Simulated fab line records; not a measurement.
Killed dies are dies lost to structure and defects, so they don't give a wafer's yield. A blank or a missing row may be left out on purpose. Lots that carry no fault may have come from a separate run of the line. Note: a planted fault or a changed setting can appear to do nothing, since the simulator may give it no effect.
fab line records	flow n5Finfet
record lots=24	wafers=72	lastDay=19
route steps=1938 shown BEOL_M13@1659
lots untouched by any fault: they come from a run of this same line in which no faults occurred
startH: start of the lot's first displayed wafer, in hours after the record's first day	waitH: hours since the lot's step before	" unchanged from the row above	L1.1+2: a single row standing in for several wafers	- no value, or no start given	* or withheld: withheld	< > ~ a bound
route shown NAME@n: NAME is a module with steps in the file, n the number in the route of the first one	usual: mean/standard deviation of fault-free wafers	same: alike in all rows	chamber/n: place in a boat	sites: per-site readings	_std_site: how widely they spread, as a standard deviation	_edge_site: inner sites' mean taken away from outer sites' mean	radiusMm: for every site, how far away it sits from the centre of the wafer	mask NAME#n: copy n	behind: the last tool/chamber to shape the wafer	hold: reason for holding the lot/hours on hold/outcome of the hold	device: names the non-switching transistor (n, p or np)	end of line: at the end of the route, the tests of the same wafers	a step with no rows: only its recipe	killed: the dies lost at the first sort to structure and to defects; this is not the yield of the wafer	map: the dies of a wafer, with x for killed, . for not killed, _ for no die there
set.NAME: setting as actually run; set.NAME@STEP: the setting as run at that earlier step	model.NAME: the simulator's own value behind a step, which no gauge read
one table for each step of the route and one row for each wafer, over a sample of lots
services: from which hour (startH, from the record's first day; less than 0 if before it) a tool's chamber was out of use, for how many hours, and why
## steps
# step N5_BEOL_M13_ILD_DEP_00
# recipe material=SiOC	targetThkA=8379.2	tempC=350	precursor=DEMS/O2	pressureTorr=5	rfW=500	timeS=166.4
# usual heaterPowerW=503/83	rfFwdPowerW=497.8/1.5	showerheadPlenumPTorr=5.703/0.014	throttleValvePct=11.9/0.55
lot.wafer	tool	chamber	startH	waitH	heaterPowerW	rfFwdPowerW	showerheadPlenumPTorr	throttleValvePct
L074.1	pecvd-04	1	253.40	0.0	420	499.4	5.699	12.8
L074.5	"	0	"	"	445	494.9	5.698	12.9
L074.6	"	1	"	"	339	497.3	5.691	13.2
L075.2	pecvd-03	0	272.03	0.0	458	498.9	5.695	11.7
L075.5	"	2	"	"	652	496.3	5.717	11.3
L075.6	"	0	"	"	516	497.8	5.700	11.9
L076.4	pecvd-02	2	272.62	0.1	528	496.2	5.720	12.0
L076.5	"	0	"	"	438	497.9	5.699	11.4
L076.6	"	2	"	"	438	499.7	5.724	11.8
L077.1	pecvd-02	2	277.80	0.0	422	496.6	5.727	11.8
L077.3	"	0	"	"	444	498.3	5.707	11.4
L077.6	"	2	"	"	482	496.5	5.733	11.7
L079.1	pecvd-03	0	279.37	0.0	448	498.1	5.698	11.7
L079.3	"	2	"	"	577	496.6	5.712	11.5
L079.4	"	2	"	"	651	495.9	5.709	11.2
L078.4	pecvd-03	0	285.08	0.1	506	496.1	5.688	11.2
L078.5	"	2	"	"	674	497.7	5.707	11.4
L078.6	"	1	"	"	603	500.5	5.693	11.3
L080.3	pecvd-03	0	285.89	0.0	434	497.3	5.697	11.9
L080.4	"	1	"	"	608	499.1	5.680	11.4
L080.5	"	2	"	"	648	495.5	5.715	11.5
L081.2	pecvd-04	1	290.87	0.0	373	498.6	5.698	13.0
L081.3	"	2	"	"	403	499.4	5.700	11.3
L081.5	"	0	"	"	444	497.6	5.695	12.9
L083.3	pecvd-03	0	311.98	0.0	474	500.1	5.678	11.6
L083.4	"	1	"	"	492	498.5	5.696	11.5
L083.5	"	2	"	"	643	496.8	5.696	11.7
L082.2	pecvd-02	0	312.58	0.0	491	498.2	5.700	11.6
L082.3	"	2	"	"	502	495.4	5.717	12.1
L082.6	"	1	"	"	566	497.5	5.714	12.0
L084.1	pecvd-02	2	316.40	0.0	527	499.6	5.741	11.9
L084.4	"	0	"	"	490	497.9	5.698	11.8
L084.6	"	1	"	"	585	499.8	5.698	12.1
L086.1	pecvd-04	2	331.02	0.0	367	497.4	5.710	11.4
L086.2	"	1	"	"	413	497.2	5.695	13.4
L086.3	"	0	"	"	550	499.9	5.702	12.9
L087.1	pecvd-03	2	341.98	0.1	678	496.2	5.705	11.4
L087.2	"	1	"	"	603	499.5	5.691	11.4
L087.4	"	1	"	"	596	498.8	5.696	11.6
L088.1	pecvd-04	0	342.07	0.0	489	498.5	5.692	12.9
L088.3	"	1	"	"	363	496.5	5.695	13.2
L088.5	"	1	"	"	401	497.5	5.699	13.1
L085.1	pecvd-02	0	342.36	0.0	425	498.4	5.697	11.6
L085.4	"	1	"	"	518	499.1	5.703	11.9
L085.6	"	2	"	"	487	496.5	5.737	11.8
L090.1	pecvd-03	2	355.97	0.0	631	498.5	5.719	11.3
L090.2	"	0	"	"	479	498.8	5.685	11.7
L090.6	"	2	"	"	668	499.4	5.690	11.5
L091.2	pecvd-02	1	364.85	0.0	562	497.2	5.690	11.7
L091.3	"	2	"	"	529	499.6	5.740	12.0
L091.4	"	0	"	"	489	498.1	5.694	11.3
L089.2	pecvd-03	2	371.74	0.0	669	497.3	5.712	11.5
L089.3	"	0	"	"	440	500.1	5.674	11.8
L089.6	"	2	"	"	563	496.9	5.713	11.5
L093.1	pecvd-04	2	380.57	0.0	365	498.2	5.705	11.5
L093.5	"	1	"	"	349	494.9	5.698	12.9
L093.6	"	2	"	"	401	498.1	5.709	11.2
L092.2	pecvd-02	0	385.54	0.0	468	498.1	5.710	11.7
L092.4	"	2	"	"	432	498.0	5.719	11.8
L092.6	"	0	"	"	494	500.8	5.693	11.6
L096.1	pecvd-03	1	390.41	0.0	568	498.5	5.688	11.6
L096.3	"	0	"	"	413	498.2	5.694	11.5
L096.5	"	2	"	"	660	498.4	5.706	11.7
L094.2	pecvd-04	0	390.58	0.0	527	499.4	5.690	12.8
L094.3	"	2	"	"	448	499.2	5.704	11.6
L094.5	"	2	"	"	357	500.0	5.716	11.5
L095.1	pecvd-02	0	391.81	0.0	409	496.5	5.698	11.8
L095.2	"	2	"	"	462	496.2	5.732	12.0
L095.4	"	2	"	"	493	496.7	5.733	12.0
L097.1	pecvd-02	0	412.95	0.0	451	500.4	5.717	11.6
L097.4	"	0	"	"	473	498.1	5.713	11.7
L097.5	"	2	"	"	437	496.7	5.718	12.1
# step N5_BEOL_M13_INSPECT_12
# recipe mode=adi	inspectInstrument=macro
# usual rawDefectCount=2.0/1.5
lot.wafer	tool	chamber	startH	waitH	rawDefectCount
L074.1	defectInspect-01	-	254.04	0.0	0
L074.5	"	-	"	"	0
L074.6	"	-	"	"	4
L075.2	defectInspect-02	-	272.72	0.0	4
L075.5	"	-	"	"	1
L075.6	"	-	"	"	2
L076.4	defectInspect-01	-	273.14	0.0	1
L076.5	"	-	"	"	1
L076.6	"	-	"	"	4
L077.1	defectInspect-02	-	278.43	0.0	3
L077.3	"	-	"	"	0
L077.6	"	-	"	"	0
L079.1	defectInspect-01	-	279.88	0.0	3
L079.3	"	-	"	"	4
L079.4	"	-	"	"	2
L078.4	defectInspect-01	-	285.66	0.0	0
L078.5	"	-	"	"	3
L078.6	"	-	"	"	1
L080.3	defectInspect-01	-	286.40	0.0	2
L080.4	"	-	"	"	0
L080.5	"	-	"	"	2
L081.2	defectInspect-02	-	291.50	0.0	3
L081.3	"	-	"	"	1
L081.5	"	-	"	"	1
L083.3	defectInspect-01	-	312.62	0.0	2
L083.4	"	-	"	"	1
L083.5	"	-	"	"	5
L082.2	defectInspect-02	-	313.09	0.0	5
L082.3	"	-	"	"	0
L082.6	"	-	"	"	1
L084.1	defectInspect-01	-	317.04	0.0	2
L084.4	"	-	"	"	0
L084.6	"	-	"	"	4
L086.1	defectInspect-01	-	331.65	0.0	3
L086.2	"	-	"	"	0
L086.3	"	-	"	"	2
L087.1	defectInspect-02	-	342.61	0.0	1
L087.2	"	-	"	"	3
L087.4	"	-	"	"	4
L088.1	defectInspect-02	-	342.78	0.0	1
L088.3	"	-	"	"	0
L088.5	"	-	"	"	1
L085.1	defectInspect-01	-	343.02	0.0	1
L085.4	"	-	"	"	1
L085.6	"	-	"	"	5
L090.1	defectInspect-01	-	356.50	0.0	2
L090.2	"	-	"	"	4
L090.6	"	-	"	"	1
L091.2	defectInspect-01	-	365.49	0.0	4
L091.3	"	-	"	"	1
L091.4	"	-	"	"	7
L089.2	defectInspect-02	-	372.25	0.0	3
L089.3	"	-	"	"	0
L089.6	"	-	"	"	2
L093.1	defectInspect-02	-	381.20	0.0	2
L093.5	"	-	"	"	3
L093.6	"	-	"	"	1
L092.2	defectInspect-01	-	386.11	0.0	1
L092.4	"	-	"	"	5
L092.6	"	-	"	"	1
L096.1	defectInspect-01	-	390.92	0.0	1
L096.3	"	-	"	"	0
L096.5	"	-	"	"	0
L094.2	defectInspect-02	-	391.24	0.0	4
L094.3	"	-	"	"	3
L094.5	"	-	"	"	2
L095.1	defectInspect-01	-	392.38	0.0	1
L095.2	"	-	"	"	4
L095.4	"	-	"	"	2
L097.1	defectInspect-01	-	413.74	0.0	1
L097.4	"	-	"	"	2
L097.5	"	-	"	"	2
# step N5_BEOL_M13_ETCH_59
# recipe chemistry=N2/H2	target=BARC	targetDepthA=890	overetchA=267	timeS=67.9	ionEnergyEv=200	pressureMtorr=30	sourceW=840	biasW=150	n2FlowSccm=200	h2FlowSccm=200
# usual drypumpMotorCurrentA=5.5/0.49	n2FlowSccm=199.9/0.64	oesProductAu=0.68/0.063	rfFwdPowerW=832/3.4	rfVppV=523.7/2.6	showerheadPlenumPTorr=2.54/0.09	throttleValvePct=17.92/0.29
lot.wafer	tool	chamber	startH	waitH	drypumpMotorCurrentA	n2FlowSccm	oesProductAu	rfFwdPowerW	rfHoursCounterH	rfVppV	showerheadPlenumPTorr	throttleValvePct
L074.1	rieDiel-04	3	254.20	0.0	6.4	198.8	0.63	824	168	524.0	2.55	18.29
L074.5	"	0	"	"	5.2	199.3	0.75	831	-	524.8	2.59	17.93
L074.6	"	3	"	"	6.4	199.3	0.63	822	-	523.4	2.55	18.32
L075.2	rieDiel-04	1	272.79	0.0	5.7	199.8	0.66	836	170	523.9	2.52	17.84
L075.5	"	3	"	"	6.4	199.7	0.62	827	-	523.2	2.55	18.30
L075.6	"	2	"	"	4.8	200.0	0.59	829	-	520.5	2.42	18.11
L076.4	rieDiel-04	0	273.20	0.0	5.3	200.5	0.75	834	47	524.6	2.58	17.97
L076.5	"	0	"	"	5.3	199.8	0.75	834	-	524.8	2.58	17.93
L076.6	"	1	"	"	5.6	199.4	0.66	833	-	522.4	2.52	17.85
L077.1	rieDiel-01	0	278.50	0.0	5.4	200.0	0.76	832	31	526.9	2.69	17.77
L077.3	"	1	"	"	5.1	201.1	0.62	829	199	519.2	2.40	18.26
L077.6	"	1	"	"	5.1	199.7	0.62	828	-	519.5	2.40	18.26
L079.1	rieDiel-04	1	280.01	0.0	5.7	201.8	0.64	829	173	524.8	2.52	17.84
L079.3	"	0	"	"	5.3	200.8	0.74	833	49	523.7	2.58	17.93
L079.4	"	2	"	"	4.7	199.5	0.59	832	245	519.4	2.42	18.11
L078.4	rieDiel-04	3	285.72	0.0	6.4	200.6	0.62	829	181	522.2	2.55	18.33
L078.5	"	3	"	"	6.4	199.5	0.62	830	-	524.5	2.55	18.32
L078.6	"	2	"	"	4.8	199.6	0.59	827	-	520.0	2.42	18.12
L080.3	rieDiel-01	2	287.03	0.0	5.5	199.6	0.74	833	66	521.5	2.45	17.65
L080.4	"	1	"	"	5.1	200.2	0.62	830	202	521.7	2.40	18.26
L080.5	"	0	"	"	5.4	199.2	0.75	831	-	528.3	2.69	17.77
L081.2	rieDiel-03	1	291.57	0.0	5.6	199.8	0.60	834	217	523.3	2.51	18.18
L081.3	"	3	"	"	6.2	200.5	0.70	832	67	521.6	2.47	17.88
L081.5	"	1	"	"	5.6	198.9	0.61	833	-	522.7	2.51	18.19
L083.3	rieDiel-04	1	312.69	0.0	5.7	200.8	0.64	832	183	524.2	2.51	17.88
L083.4	"	0	"	"	5.3	199.1	0.73	835	-	524.0	2.58	17.97
L083.5	"	1	"	"	5.7	200.9	0.64	830	-	523.1	2.51	17.87
L082.2	rieDiel-04	0	313.16	0.0	5.3	201.4	0.74	835	60	524.3	2.58	17.96
L082.3	"	3	"	"	6.4	199.9	0.61	827	190	524.3	2.54	18.32
L082.6	"	3	"	"	6.4	199.6	0.61	824	-	520.9	2.54	18.34
L084.1	rieDiel-01	3	317.11	0.0	5.6	200.2	0.74	833	50	525.3	2.56	17.35
L084.4	"	2	"	"	5.5	199.6	0.72	834	76	520.9	2.45	17.67
L084.6	"	0	"	"	5.3	198.8	0.74	832	-	527.4	2.69	17.78
L086.1	rieDiel-04	0	331.94	0.0	5.3	200.2	0.72	832	65	525.9	2.57	17.98
L086.2	"	3	"	"	6.4	200.1	0.60	828	195	521.8	2.54	18.34
L086.3	"	1	"	"	5.6	199.1	0.64	837	189	524.0	2.51	17.89
L087.1	rieDiel-01	3	342.68	0.0	5.6	200.0	0.72	832	57	523.7	2.55	17.36
L087.2	"	2	"	"	5.5	200.7	0.72	833	83	521.1	2.45	17.66
L087.4	"	1	"	"	5.1	200.5	0.60	826	219	520.5	2.39	18.29
L088.1	rieDiel-03	2	343.00	0.0	5.1	200.2	0.68	826	138	523.5	2.56	17.94
L088.3	"	1	"	"	5.6	199.9	0.60	836	232	521.9	2.51	18.21
L088.5	"	3	"	"	6.2	197.7	0.68	832	-	520.8	2.47	17.92
L085.1	rieDiel-01	1	343.46	0.0	5.1	199.0	0.60	831	220	520.9	2.39	18.30
L085.4	"	3	"	"	5.6	199.3	0.72	837	57	524.9	2.55	17.37
L085.6	"	2	"	"	5.5	200.5	0.72	832	-	522.9	2.45	17.68
L090.1	rieDiel-04	2	356.64	0.0	4.8	199.7	0.82	830	12	529.1	2.73	17.63
L090.2	"	1	"	"	5.7	199.5	0.63	828	195	523.8	2.51	17.88
L090.6	"	1	"	"	5.7	200.3	0.63	831	-	523.7	2.51	17.89
L091.2	rieDiel-03	3	365.55	0.0	6.2	199.9	0.67	837	90	521.3	2.46	17.92
L091.3	"	1	"	"	5.6	199.5	0.60	833	239	522.0	2.50	18.22
L091.4	"	2	"	"	5.1	200.5	0.67	827	145	524.6	2.55	17.96
L089.2	rieDiel-01	2	372.32	0.0	5.5	200.1	0.71	835	92	523.2	2.44	17.69
L089.3	"	1	"	"	5.1	200.4	0.60	834	229	520.7	2.39	18.32
L089.6	"	2	"	"	5.4	200.2	0.72	837	-	521.9	2.44	17.69
L093.1	rieDiel-01	2	381.27	0.0	5.5	199.9	0.71	834	94	519.7	2.44	17.70
L093.5	"	1	"	"	5.1	199.8	0.60	833	-	519.5	2.39	18.32
L093.6	"	2	"	"	5.4	200.0	0.71	833	-	521.1	2.44	17.70
L092.2	rieDiel-04	0	386.18	0.0	5.3	200.6	0.71	831	80	525.5	2.57	18.02
L092.4	"	2	"	"	4.7	199.9	0.79	833	-	527.8	2.73	17.66
L092.6	"	3	"	"	6.4	199.5	0.60	831	-	523.2	2.53	18.37
L096.1	rieDiel-04	2	391.26	0.0	4.8	200.2	0.78	831	24	529.1	2.73	17.66
L096.3	"	0	"	"	5.3	200.3	0.71	835	83	524.9	2.57	18.01
L096.5	"	3	"	"	6.4	200.1	0.60	824	-	522.6	2.53	18.38
L094.2	rieDiel-03	3	391.34	0.0	6.2	200.7	0.67	835	97	522.0	2.46	17.94
L094.3	"	1	"	"	5.6	201.3	0.59	833	245	522.1	2.50	18.23
L094.5	"	1	"	"	5.6	201.1	0.59	833	-	522.3	2.50	18.25
L095.1	rieDiel-01	0	392.45	0.0	5.3	199.7	0.72	833	66	527.7	2.68	17.83
L095.2	"	1	"	"	5.1	199.8	0.59	828	234	519.7	2.39	18.33
L095.4	"	2	"	"	5.4	199.6	0.71	838	97	521.7	2.44	17.70
L097.1	rieDiel-03	0	413.95	0.0	5.0	199.9	0.73	832	78	528.5	2.65	17.46
L097.4	"	3	"	"	6.2	201.4	0.66	836	-	521.7	2.46	17.93
L097.5	"	0	"	"	5.0	199.2	0.72	835	-	527.7	2.65	17.47
# step N5_BEOL_M13_VIA_ETCH_16
# recipe chemistry=C4F8/O2/Ar	target=SiOC	pressureMtorr=30	sourceW=3000	biasW=700	Ar_flow_sccm=400	C4F8_flow_sccm=15	O2_flow_sccm=8	heInnerTorr=15	heOuterTorr=30	targetDepthA=9217	timeS=withheld	ionEnergyEv=250	ends=cleared
# usual drypumpMotorCurrentA=5.5/0.49	oesProductAu=0.72/0.069	rfFwdPowerW=2991/9.4	rfVppV=665/3.4	showerheadPlenumPTorr=3.41/0.11	throttleValvePct=24.2/0.32
lot.wafer	tool	chamber	startH	waitH	drypumpMotorCurrentA	oesProductAu	rfFwdPowerW	rfVppV	showerheadPlenumPTorr	throttleValvePct
L074.1	rieDiel-04	3	254.25	0.0	6.5	0.66	2977	663	3.41	24.5
L074.5	"	0	"	"	5.3	0.79	2992	667	3.48	24.4
L074.6	"	3	"	"	6.5	0.65	2993	665	3.41	24.5
L075.2	rieDiel-04	1	272.84	0.0	5.7	0.69	2991	667	3.39	24.2
L075.5	"	3	"	"	6.4	0.66	2984	664	3.41	24.5
L075.6	"	2	"	"	4.8	0.62	2979	660	3.19	23.9
L076.4	rieDiel-04	0	273.25	0.0	5.3	0.78	2989	666	3.48	24.4
L076.5	"	0	"	"	5.3	0.78	2983	667	3.48	24.4
L076.6	"	1	"	"	5.7	0.69	2996	665	3.39	24.2
L077.1	rieDiel-01	0	278.55	0.0	5.3	0.81	2998	671	3.56	24.0
L077.3	"	1	"	"	5.1	0.64	2982	660	3.30	24.8
L077.6	"	1	"	"	5.1	0.65	2983	661	3.30	24.8
L079.1	rieDiel-04	1	280.06	0.0	5.7	0.69	3000	666	3.39	24.2
L079.3	"	0	"	"	5.3	0.79	2973	666	3.48	24.4
L079.4	"	2	"	"	4.8	0.62	2983	660	3.19	23.9
L078.4	rieDiel-04	3	285.78	0.0	6.4	0.65	2993	664	3.40	24.5
L078.5	"	3	"	"	6.4	0.65	2981	666	3.40	24.5
L078.6	"	2	"	"	4.8	0.61	2996	660	3.19	23.9
L080.3	rieDiel-01	2	287.08	0.0	5.5	0.78	2986	663	3.30	23.9
L080.4	"	1	"	"	5.1	0.65	3003	661	3.29	24.8
L080.5	"	0	"	"	5.4	0.81	2990	673	3.56	24.0
L081.2	rieDiel-03	1	291.62	0.0	5.6	0.64	3010	665	3.35	24.3
L081.3	"	3	"	"	6.2	0.72	2986	663	3.37	24.5
L081.5	"	1	"	"	5.6	0.64	2989	665	3.35	24.3
L083.3	rieDiel-04	1	312.74	0.0	5.6	0.68	2996	666	3.38	24.2
L083.4	"	0	"	"	5.3	0.77	2987	668	3.47	24.4
L083.5	"	1	"	"	5.6	0.68	2983	665	3.38	24.2
L082.2	rieDiel-04	0	313.21	0.0	5.3	0.76	2984	666	3.47	24.4
L082.3	"	3	"	"	6.4	0.65	2990	666	3.40	24.5
L082.6	"	3	"	"	6.4	0.66	2998	665	3.40	24.5
L084.1	rieDiel-01	3	317.16	0.0	5.6	0.80	2989	667	3.50	24.0
L084.4	"	2	"	"	5.5	0.77	2988	663	3.29	23.9
L084.6	"	0	"	"	5.4	0.80	3007	671	3.56	24.0
L086.1	rieDiel-04	0	332.00	0.0	5.3	0.76	2995	665	3.47	24.4
L086.2	"	3	"	"	6.4	0.64	2985	666	3.40	24.5
L086.3	"	1	"	"	5.6	0.67	2978	665	3.38	24.2
L087.1	rieDiel-01	3	342.73	0.0	5.6	0.77	3009	667	3.49	24.0
L087.2	"	2	"	"	5.5	0.76	2985	663	3.29	23.9
L087.4	"	1	"	"	5.1	0.63	2989	659	3.29	24.9
L088.1	rieDiel-03	2	343.05	0.0	5.1	0.71	2997	666	3.44	24.3
L088.3	"	1	"	"	5.6	0.63	3007	665	3.35	24.3
L088.5	"	3	"	"	6.2	0.71	3002	664	3.36	24.5
L085.1	rieDiel-01	1	343.51	0.0	5.1	0.64	3011	661	3.29	24.8
L085.4	"	3	"	"	5.6	0.77	3002	666	3.49	24.0
L085.6	"	2	"	"	5.5	0.76	3003	663	3.29	23.9
L090.1	rieDiel-04	2	356.69	0.0	4.7	0.86	2989	671	3.57	23.5
L090.2	"	1	"	"	5.7	0.67	3002	664	3.38	24.2
L090.6	"	1	"	"	5.7	0.67	3003	664	3.38	24.2
L091.2	rieDiel-03	3	365.61	0.0	6.2	0.71	2984	663	3.36	24.5
L091.3	"	1	"	"	5.6	0.62	2988	666	3.34	24.3
L091.4	"	2	"	"	5.1	0.71	2985	667	3.44	24.3
L089.2	rieDiel-01	2	372.37	0.0	5.5	0.74	2995	663	3.28	24.0
L089.3	"	1	"	"	5.1	0.62	2974	660	3.28	24.8
L089.6	"	2	"	"	5.5	0.74	2988	660	3.28	23.9
L093.1	rieDiel-01	2	381.33	0.0	5.5	0.75	2981	662	3.28	23.9
L093.5	"	1	"	"	5.1	0.62	2975	660	3.28	24.9
L093.6	"	2	"	"	5.5	0.75	2994	662	3.28	23.9
L092.2	rieDiel-04	0	386.23	0.0	5.3	0.74	2997	667	3.46	24.4
L092.4	"	2	"	"	4.8	0.84	2993	672	3.57	23.6
L092.6	"	3	"	"	6.4	0.63	2994	666	3.39	24.5
L096.1	rieDiel-04	2	391.31	0.0	4.7	0.83	2993	673	3.57	23.6
L096.3	"	0	"	"	5.3	0.74	2995	667	3.46	24.4
L096.5	"	3	"	"	6.5	0.63	2972	666	3.39	24.5
L094.2	rieDiel-03	3	391.39	0.0	6.2	0.70	2993	663	3.36	24.5
L094.3	"	1	"	"	5.6	0.62	3005	662	3.34	24.3
L094.5	"	1	"	"	5.6	0.62	3008	665	3.34	24.3
L095.1	rieDiel-01	0	392.50	0.0	5.4	0.77	2999	670	3.54	24.0
L095.2	"	1	"	"	5.1	0.62	2968	660	3.28	24.9
L095.4	"	2	"	"	5.5	0.74	2982	661	3.28	23.9
L097.1	rieDiel-03	0	414.00	0.0	5.0	0.76	3000	670	3.58	24.1
L097.4	"	3	"	"	6.2	0.69	2992	662	3.35	24.6
L097.5	"	0	"	"	5.0	0.77	3001	670	3.58	24.1
# step N5_BEOL_M13_PRE_CLEAN_42
# recipe gas=H2/He	timeS=30	tempC=250
# usual heaterPowerW=334/35
lot.wafer	tool	chamber	startH	waitH	heaterPowerW
L074.1	pvdSputter-01	-	259.97	0.0	416
L074.5	"	-	"	"	351
L074.6	"	-	"	"	306
L075.2	pvdSputter-01	-	275.44	0.0	305
L075.5	"	-	"	"	413
L075.6	"	-	"	"	331
L076.4	pvdSputter-03	-	275.46	0.0	321
L076.5	"	-	"	"	322
L076.6	"	-	"	"	311
L077.1	pvdSputter-01	-	283.90	0.0	336
L077.3	"	-	"	"	420
L077.6	"	-	"	"	365
L079.1	pvdSputter-03	-	284.17	0.0	337
L079.3	"	-	"	"	313
L079.4	"	-	"	"	317
L078.4	pvdSputter-03	-	290.58	0.0	317
L078.5	"	-	"	"	332
L078.6	"	-	"	"	325
L080.3	pvdSputter-01	-	293.25	0.0	332
L080.4	"	-	"	"	301
L080.5	"	-	"	"	305
L081.2	pvdSputter-03	-	293.89	0.0	313
L081.3	"	-	"	"	324
L081.5	"	-	"	"	316
L083.3	pvdSputter-03	-	314.68	0.0	323
L083.4	"	-	"	"	316
L083.5	"	-	"	"	319
L082.2	pvdSputter-02	-	319.16	0.0	294
L082.3	"	-	"	"	377
L082.6	"	-	"	"	294
L084.1	pvdSputter-02	-	319.88	0.0	281
L084.4	"	-	"	"	331
L084.6	"	-	"	"	282
L086.1	pvdSputter-01	-	334.24	0.0	352
L086.2	"	-	"	"	423
L086.3	"	-	"	"	304
L088.1	pvdSputter-03	-	346.42	0.0	320
L088.3	"	-	"	"	322
L088.5	"	-	"	"	320
L085.1	pvdSputter-03	-	347.50	0.0	322
L085.4	"	-	"	"	344
L085.6	"	-	"	"	335
L087.1	pvdSputter-03	-	348.13	0.0	316
L087.2	"	-	"	"	336
L087.4	"	-	"	"	325
L090.1	pvdSputter-01	-	360.36	0.0	367
L090.2	"	-	"	"	326
L090.6	"	-	"	"	421
L091.2	pvdSputter-03	-	370.01	0.0	326
L091.3	"	-	"	"	339
L091.4	"	-	"	"	321
L089.2	pvdSputter-02	-	376.98	0.0	365
L089.3	"	-	"	"	291
L089.6	"	-	"	"	291
L093.1	pvdSputter-01	-	383.54	0.0	298
L093.5	"	-	"	"	337
L093.6	"	-	"	"	422
L092.2	pvdSputter-01	-	388.82	0.0	404
L092.4	"	-	"	"	324
L092.6	"	-	"	"	409
L096.1	pvdSputter-02	-	399.72	0.0	348
L096.3	"	-	"	"	377
L096.5	"	-	"	"	288
L094.2	pvdSputter-01	-	399.81	0.0	331
L094.3	"	-	"	"	301
L094.5	"	-	"	"	328
L095.1	pvdSputter-03	-	400.23	0.0	326
L095.2	"	-	"	"	328
L095.4	"	-	"	"	329
L097.1	pvdSputter-03	-	419.14	0.0	324
L097.4	"	-	"	"	322
L097.5	"	-	"	"	329
# step N5_BEOL_M13_INSPECT_55
# recipe inspectInstrument=darkfield	mode=postDep
# usual rawDefectCount=68/22
lot.wafer	tool	chamber	startH	waitH	rawDefectCount
L074.1	defectInspect-01	-	261.23	0.0	62
L074.5	"	-	"	"	66
L074.6	"	-	"	"	71
L076.4	defectInspect-01	-	276.69	0.0	60
L076.5	"	-	"	"	75
L076.6	"	-	"	"	66
L075.2	defectInspect-01	-	276.84	0.0	58
L075.5	"	-	"	"	31
L075.6	"	-	"	"	45
L077.1	defectInspect-01	-	286.15	0.0	59
L077.3	"	-	"	"	87
L077.6	"	-	"	"	65
L079.1	defectInspect-02	-	286.39	0.0	111
L079.3	"	-	"	"	63
L079.4	"	-	"	"	111
L078.4	defectInspect-02	-	291.80	0.0	46
L078.5	"	-	"	"	72
L078.6	"	-	"	"	41
L080.3	defectInspect-02	-	294.66	0.0	69
L080.4	"	-	"	"	90
L080.5	"	-	"	"	92
L081.2	defectInspect-01	-	295.47	0.0	53
L081.3	"	-	"	"	68
L081.5	"	-	"	"	52
L083.3	defectInspect-02	-	315.91	0.0	82
L083.4	"	-	"	"	83
L083.5	"	-	"	"	83
L082.2	defectInspect-02	-	320.40	0.0	116
L082.3	"	-	"	"	85
L082.6	"	-	"	"	80
L084.1	defectInspect-01	-	321.77	0.0	81
L084.4	"	-	"	"	47
L084.6	"	-	"	"	51
L086.1	defectInspect-01	-	335.50	0.0	72
L086.2	"	-	"	"	56
L086.3	"	-	"	"	64
L088.1	defectInspect-02	-	347.67	0.0	91
L088.3	"	-	"	"	62
L088.5	"	-	"	"	69
L085.1	defectInspect-01	-	349.15	0.0	45
L085.4	"	-	"	"	53
L085.6	"	-	"	"	118
L087.1	defectInspect-01	-	349.66	0.0	52
L087.2	"	-	"	"	71
L087.4	"	-	"	"	34
L090.1	defectInspect-02	-	362.56	0.0	72
L090.2	"	-	"	"	71
L090.6	"	-	"	"	67
L091.2	defectInspect-02	-	371.24	0.0	80
L091.3	"	-	"	"	100
L091.4	"	-	"	"	77
L089.2	defectInspect-01	-	378.71	0.0	82
L089.3	"	-	"	"	49
L089.6	"	-	"	"	50
L093.1	defectInspect-02	-	384.76	0.0	44
L093.5	"	-	"	"	43
L093.6	"	-	"	"	55
L092.2	defectInspect-01	-	390.08	0.0	66
L092.4	"	-	"	"	81
L092.6	"	-	"	"	57
L096.1	defectInspect-01	-	400.95	0.0	65
L096.3	"	-	"	"	90
L096.5	"	-	"	"	76
L094.2	defectInspect-02	-	401.20	0.0	78
L094.3	"	-	"	"	38
L094.5	"	-	"	"	53
L095.1	defectInspect-01	-	401.96	0.0	60
L095.2	"	-	"	"	73
L095.4	"	-	"	"	137
L097.1	defectInspect-02	-	420.42	0.0	39
L097.4	"	-	"	"	39
L097.5	"	-	"	"	74
## services
tool	chamber	startH	hours	kind
pecvd-03	1	229.50	2.1	scheduledDown
pecvd-02	1	230.84	14.9	repair
rieDiel-01	3	232.64	22.4	repair
rieDiel-03	-	244.35	28.1	pm
pecvd-03	1	267.27	5.5	scheduledDown
rieDiel-04	2	292.60	-	clean
rieDiel-04	2	292.60	-	consumableReplace:focusRing
rieDiel-04	2	292.60	-	consumableReplace:showerhead
rieDiel-04	2	292.60	22.2	scheduledDown
rieDiel-04	2	292.60	22.2	ventCycle
pecvd-02	-	298.47	2.8	pm
rieDiel-03	-	302.43	0.1	repair
rieDiel-04	-	305.71	4.3	pm
rieDiel-01	-	311.69	0.4	repair
pecvd-03	0	333.35	5.9	repair
pecvd-03	-	357.19	1.2	repair
pvdSputter-01	-	367.25	3.0	repair
pecvd-02	1	383.62	-	clean
pvdSputter-03	-	385.93	7.3	repair
rieDiel-04	1	386.02	8.0	repair
rieDiel-03	1	408.68	-	clean
rieDiel-03	1	408.68	-	consumableReplace:focusRing
rieDiel-03	1	408.68	12.4	scheduledDown
rieDiel-03	1	408.68	12.4	ventCycle
## key
fault none
